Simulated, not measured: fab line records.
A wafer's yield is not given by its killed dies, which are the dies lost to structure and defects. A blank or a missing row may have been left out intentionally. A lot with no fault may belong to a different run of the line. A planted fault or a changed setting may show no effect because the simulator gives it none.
Which tool did it? || flow n5_finfet || Sampling: 10 lots, 30 wafers, 2 of 1938 route steps

== WHAT THE GAUGES SHOWED, per wafer ==
N5_BEOL_M4_RC_MEAS_101. Usual: DIBL_N 36.3 mV/V, standard deviation 1.2; DIBL_P 36.3 mV/V, standard deviation 1.4; IOFF_N 0.160 nA/um, standard deviation 0.02; IOFF_P 0.210 nA/um, standard deviation 0.025; ION_N 675 uA/um, standard deviation 9.5; ION_P 462 uA/um, standard deviation 7; SS_N 71.5 mV/dec, standard deviation 0.53; SS_P 73.4 mV/dec, standard deviation 0.55; VT_N 249.5 mV, standard deviation 2.6; VT_P -250.1 mV, standard deviation 2.9.
{"lot": "L694", "measured": "day 9 18:59", "on": "prober-01", "DIBL_N (mV/V)": "35.4 35.3 35.5", "DIBL_P (mV/V)": "37.2 36.7 36.8", "IOFF_N (nA/um)": "0.147 0.145 0.142", "IOFF_P (nA/um)": "0.184 0.182 0.176", "ION_N (uA/um)": "676 670 670", "ION_P (uA/um)": "449 456 454", "SS_N (mV/dec)": "71.5 71.5 72.1", "SS_P (mV/dec)": "72.9 73.2 73.9", "VT_N (mV)": "252.4 252.5 255.6", "VT_P (mV)": "-253.0 -253.3 -251.6", "flag": ""}
{"lot": "L695", "measured": "day 10 00:52", "on": "prober-01", "DIBL_N (mV/V)": "37.5 37.3 39.3", "DIBL_P (mV/V)": "36.8 36.6 38.2", "IOFF_N (nA/um)": "0.145 0.143 0.168", "IOFF_P (nA/um)": "0.188 0.180 0.201", "ION_N (uA/um)": "653 662 665", "ION_P (uA/um)": "450 453 455", "SS_N (mV/dec)": "71.6 71.6 72.5", "SS_P (mV/dec)": "73.6 73.6 73.5", "VT_N (mV)": "254.1 252.0 250.0", "VT_P (mV)": "-254.0 -252.6 -252.0", "flag": ""}
{"lot": "L698", "measured": "day 10 04:59", "on": "prober-02", "DIBL_N (mV/V)": "35.0 36.5 34.5", "DIBL_P (mV/V)": "36.0 37.3 36.1", "IOFF_N (nA/um)": "0.131 0.165 0.131", "IOFF_P (nA/um)": "0.170 0.196 0.177", "ION_N (uA/um)": "653 668 650", "ION_P (uA/um)": "447 458 446", "SS_N (mV/dec)": "71.3 72.1 71.4", "SS_P (mV/dec)": "72.8 74.0 74.1", "VT_N (mV)": "253.0 248.6 252.1", "VT_P (mV)": "-252.7 -252.3 -253.2", "flag": ""}
{"lot": "L697", "measured": "day 10 05:20", "on": "prober-01", "DIBL_N (mV/V)": "37.9 37.2 36.4", "DIBL_P (mV/V)": "36.3 37.1 35.5", "IOFF_N (nA/um)": "0.179 0.172 0.152", "IOFF_P (nA/um)": "0.211 0.231 0.203", "ION_N (uA/um)": "692 684 677", "ION_P (uA/um)": "467 469 462", "SS_N (mV/dec)": "71.9 71.8 72.2", "SS_P (mV/dec)": "73.8 73.4 73.8", "VT_N (mV)": "249.8 250.0 251.3", "VT_P (mV)": "-250.3 -247.6 -250.0", "flag": ""}
{"lot": "L700", "measured": "day 11 07:54", "on": "prober-02", "DIBL_N (mV/V)": "36.4 34.4 34.4", "DIBL_P (mV/V)": "35.8 34.2 33.7", "IOFF_N (nA/um)": "0.157 0.134 0.129", "IOFF_P (nA/um)": "0.224 0.198 0.191", "ION_N (uA/um)": "671 666 661", "ION_P (uA/um)": "462 465 461", "SS_N (mV/dec)": "71.4 70.9 71.1", "SS_P (mV/dec)": "72.4 72.1 72.8", "VT_N (mV)": "251.7 250.7 250.5", "VT_P (mV)": "-247.5 -250.9 -251.9", "flag": ""}
{"lot": "L702", "measured": "day 12 18:58", "on": "prober-02", "DIBL_N (mV/V)": "35.2 35.2 36.1", "DIBL_P (mV/V)": "34.7 36.1 36.3", "IOFF_N (nA/um)": "0.131 0.147 0.147", "IOFF_P (nA/um)": "0.185 0.210 0.188", "ION_N (uA/um)": "658 684 664", "ION_P (uA/um)": "450 468 453", "SS_N (mV/dec)": "71.7 70.9 71.8", "SS_P (mV/dec)": "73.8 73.9 73.7", "VT_N (mV)": "254.0 251.6 252.1", "VT_P (mV)": "-251.0 -248.5 -253.5", "flag": ""}
{"lot": "L707", "measured": "day 14 17:20", "on": "prober-01", "DIBL_N (mV/V)": "37.6 37.5 35.9", "DIBL_P (mV/V)": "37.1 38.0 35.6", "IOFF_N (nA/um)": "0.161 0.166 0.140", "IOFF_P (nA/um)": "0.217 0.232 0.205", "ION_N (uA/um)": "668 672 672", "ION_P (uA/um)": "463 459 463", "SS_N (mV/dec)": "72.0 72.5 71.4", "SS_P (mV/dec)": "73.6 74.2 73.5", "VT_N (mV)": "248.7 250.3 249.4", "VT_P (mV)": "-250.7 -246.4 -251.9", "flag": ""}
{"lot": "L709", "measured": "day 15 02:28", "on": "prober-02", "DIBL_N (mV/V)": "36.9 39.5 38.2", "DIBL_P (mV/V)": "37.5 40.0 38.9", "IOFF_N (nA/um)": "0.162 0.206 0.186", "IOFF_P (nA/um)": "0.215 0.265 0.236", "ION_N (uA/um)": "668 685 674", "ION_P (uA/um)": "463 464 457", "SS_N (mV/dec)": "71.9 71.7 71.6", "SS_P (mV/dec)": "73.5 74.6 74.7", "VT_N (mV)": "250.5 248.3 249.9", "VT_P (mV)": "-248.9 -246.1 -248.1", "flag": ""}
{"lot": "L712", "measured": "day 15 08:37", "on": "prober-01", "DIBL_N (mV/V)": "36.0 35.2 35.2", "DIBL_P (mV/V)": "36.6 35.6 35.0", "IOFF_N (nA/um)": "0.165 0.144 0.141", "IOFF_P (nA/um)": "0.215 0.190 0.183", "ION_N (uA/um)": "682 674 679", "ION_P (uA/um)": "462 462 466", "SS_N (mV/dec)": "71.3 70.7 71.6", "SS_P (mV/dec)": "73.0 73.1 73.3", "VT_N (mV)": "247.6 250.9 252.5", "VT_P (mV)": "-251.8 -250.1 -251.1", "flag": ""}
{"lot": "L714", "measured": "day 15 20:00", "on": "prober-01", "DIBL_N (mV/V)": "33.8 35.6 36.2", "DIBL_P (mV/V)": "35.9 36.3 37.2", "IOFF_N (nA/um)": "0.157 0.190 0.183", "IOFF_P (nA/um)": "0.187 0.194 0.204", "ION_N (uA/um)": "675 668 668", "ION_P (uA/um)": "459 452 452", "SS_N (mV/dec)": "70.8 71.2 71.7", "SS_P (mV/dec)": "73.3 73.7 74.0", "VT_N (mV)": "248.4 248.9 250.5", "VT_P (mV)": "-252.7 -254.3 -252.4", "flag": ""}

N5_BEOL_M13_OCD_MEAS_35. Usual: trench_depth_nm at 410 nm, with a standard deviation of 4.2.
{"lot": "L694", "measured": "day 13 12:59", "on": "ocd-01", "trench_depth_nm (nm)": "410 410 412", "flag": ""}
{"lot": "L695", "measured": "day 13 13:07", "on": "ocd-02", "trench_depth_nm (nm)": "412 410 400", "flag": ""}
{"lot": "L698", "measured": "day 13 20:28", "on": "ocd-01", "trench_depth_nm (nm)": "403 412 401", "flag": ""}
{"lot": "L697", "measured": "day 14 03:32", "on": "ocd-01", "trench_depth_nm (nm)": "416 413 413", "flag": ""}
{"lot": "L700", "measured": "day 14 21:40", "on": "ocd-02", "trench_depth_nm (nm)": "407 407 408", "flag": ""}
{"lot": "L702", "measured": "day 15 19:45", "on": "ocd-02", "trench_depth_nm (nm)": "401 415 410", "flag": ""}
{"lot": "L707", "measured": "day 18 08:46", "on": "ocd-01", "trench_depth_nm (nm)": "405 408 402", "flag": ""}
{"lot": "L709", "measured": "day 18 15:52", "on": "ocd-01", "trench_depth_nm (nm)": "418 406 406", "flag": ""}
{"lot": "L712", "measured": "day 18 16:28", "on": "ocd-01", "trench_depth_nm (nm)": "411 410 419", "flag": ""}
{"lot": "L714", "measured": "day 18 21:03", "on": "ocd-02", "trench_depth_nm (nm)": "408 406 411", "flag": ""}

== WHAT TOOL EACH LOT RAN ON (gives the tool, then ch and the chambers of the sampled wafers, and finally the start) ==
There is no process step in the record ahead of these readings.

== WHAT THE TOOLS THEMSELVES READ (means of the sampled wafers that have a number; where no wafer has one, the mark that the record gives instead) ==
The record holds no such reading with a usual standard deviation.

== THE ANSWER, worked out from the rows above alone ==
Rule: lot off if the mean of its wafers having a number is beyond 3 standard deviations from the usual mean. Also off: a lot with no number at a reading for which 4 or more lots have one. Any other lot the step has rows for is counted as sound. Order of review: gauges by route order, followed by the tools' own readings, for which a lot's mean as printed above is used. The first step at which some lot is off is used, and at that step the reading that is off furthest; a lot without a number counts as furthest.
Nothing can be told from this: no lot is off at any reading shown.

== WHAT WAS PUT IN BY THE SIMULATOR ==
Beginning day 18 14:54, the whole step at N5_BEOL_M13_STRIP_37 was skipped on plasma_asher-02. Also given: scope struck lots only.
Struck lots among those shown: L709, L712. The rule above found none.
